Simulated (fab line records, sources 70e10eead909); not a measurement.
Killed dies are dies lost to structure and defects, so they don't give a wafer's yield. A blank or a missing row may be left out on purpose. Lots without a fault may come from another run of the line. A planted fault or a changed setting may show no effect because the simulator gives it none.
Which tool did it? | flow nand_harc | 11 lots, 33 wafers sampled, at 5 steps of a route of 1159

WHAT THE GAUGES READ, wafer by wafer
NHARC_END_SORT_01.
lot  | measured     | on        | killed_at_array
L505 | day 21 01:56 | prober-01 | 14 14 9
L506 | day 20 10:29 | prober-02 | 16 26 21
L507 | day 20 11:13 | prober-01 | 19 22 12
L511 | day 21 17:29 | prober-01 | 31 23 26
L512 | day 21 10:04 | prober-02 | 30 34 32
L513 | day 22 13:37 | prober-01 | 36 26 32
L517 | day 23 14:27 | prober-01 | 50 34 29
L519 | day 23 11:34 | prober-02 | 26 29 34
L521 | day 24 07:40 | prober-01 | 26 41 22
L524 | day 24 07:34 | prober-02 | 26 23 26
L528 | day 25 00:52 | prober-02 | 23 34 22

WHICH TOOL RAN EACH LOT (tool, then ch and the chambers of the sampled wafers, then the start)
lot  | NHARC_P_ZERO_WELL_ETCH_62                    | NHARC_P_STI_OXIDE_29                                          | NHARC_P_STI_ETCH_42               | NHARC_P_STI_CMP_21
L505 | rie_diel-07 ch 0,1,3, day 1 23:40 or earlier | furnace-01 ch 0, day 1 23:40                                  | rie_diel-04 ch 1,2,3, day 2 11:23 | cmp-01 ch 1,2, day 3 08:52
L506 | rie_diel-07 ch 0,1,2, day 2 08:47 or earlier | furnace-01 ch 0, day 2 08:47                                  | rie_diel-10 ch 0,1,3, day 2 20:26 | cmp-01 ch 0,1,3, day 3 16:02
L507 | rie_diel-07 ch 0,1,2, day 2 08:47 or earlier | furnace-01 ch 0, day 2 08:47                                  | rie_diel-10 ch 0,1,2, day 2 20:35 | cmp-04 ch 0,2,3, day 3 16:04
L511 | rie_diel-11 ch 1,2,3, day 3 11:46 or earlier | furnace-05 ch 0, day 3 11:46                                  | rie_diel-04 ch 2,3, day 3 23:26   | cmp-02 ch 1,3, day 4 19:57
L512 | rie_diel-11 ch 0,1,2, day 3 19:23 or earlier | furnace-01 ch 0, day 3 19:23                                  | rie_diel-03 ch 1,2,3, day 4 07:11 | cmp-04 ch 1,2,3, day 5 03:25
L513 | rie_diel-12 ch 0,1,2, day 4 03:22 or earlier | furnace-01 ch 0, day 4 03:22                                  | rie_diel-04 ch 0,2,3, day 4 14:59 | cmp-02 ch 0,1,3, day 5 12:48
L517 | rie_diel-11 ch 2,3, day 4 23:50 or earlier   | furnace-01 ch 0, day 4 23:50                                  | rie_diel-10 ch 0,1,2, day 5 12:37 | cmp-04 ch 0,2,3, day 6 13:40
L519 | rie_diel-11 ch 0,2,3, day 5 12:23 or earlier | furnace-01 ch 0, day 5 12:23                                  | rie_diel-10 ch 1,2, day 6 05:04   | cmp-02 ch 0,1, day 6 20:37
L521 | rie_diel-11 ch 0,1,3, day 5 21:32 or earlier | furnace-05 ch 0, day 5 21:32 and furnace-01 ch 0, day 6 04:32 | rie_diel-04 ch 1,2, day 6 13:11   | cmp-01 ch 1,3, day 7 07:28
L524 | rie_diel-12 ch 0,2, day 6 17:52 or earlier   | furnace-05 ch 0, day 6 17:52                                  | rie_diel-04 ch 0,1,2, day 7 05:38 | cmp-02 ch 0,2,3, day 7 20:54
L528 | rie_diel-07 ch 2,3, day 7 14:22 or earlier   | furnace-05 ch 0, day 7 14:22                                  | rie_diel-04 ch 0,1,2, day 8 02:13 | cmp-04 ch 1,2, day 8 20:36
- NHARC_P_ZERO_WELL_ETCH_62: etches the open film in CHF3/Ar, target depth 13 nm, time 6.5 s.
- NHARC_P_STI_OXIDE_29: material SiO2, target thk 10 nm, ox time 1362 s.
- NHARC_P_STI_ETCH_42: etches the open film in N2/H2, target depth 80 nm, overetch 24 nm, time 61 s.
- NHARC_P_STI_CMP_21: polishes, t overpolish 20 s, target thk 380.67 nm.

THE ANSWER, worked out from the rows above alone
Rule: what is usual is taken from the lots themselves. Put in order of their means at a reading, lots are off if they are a third of the lots or fewer, leave a main group of 4 or more, and stand apart from it by a gap of 3 or more times the standard deviation of the main group's means; of several such gaps the widest counts. A main group whose means are all the same, to the digits that the tables above print for the reading, isn't used. A lot without any number at a reading at which 4 lots or more have one is off too. The other lots that the step has rows for count as sound.
No lot is off at any reading shown: from this, nothing can be told.

WHAT THE SIMULATOR HAD PUT IN
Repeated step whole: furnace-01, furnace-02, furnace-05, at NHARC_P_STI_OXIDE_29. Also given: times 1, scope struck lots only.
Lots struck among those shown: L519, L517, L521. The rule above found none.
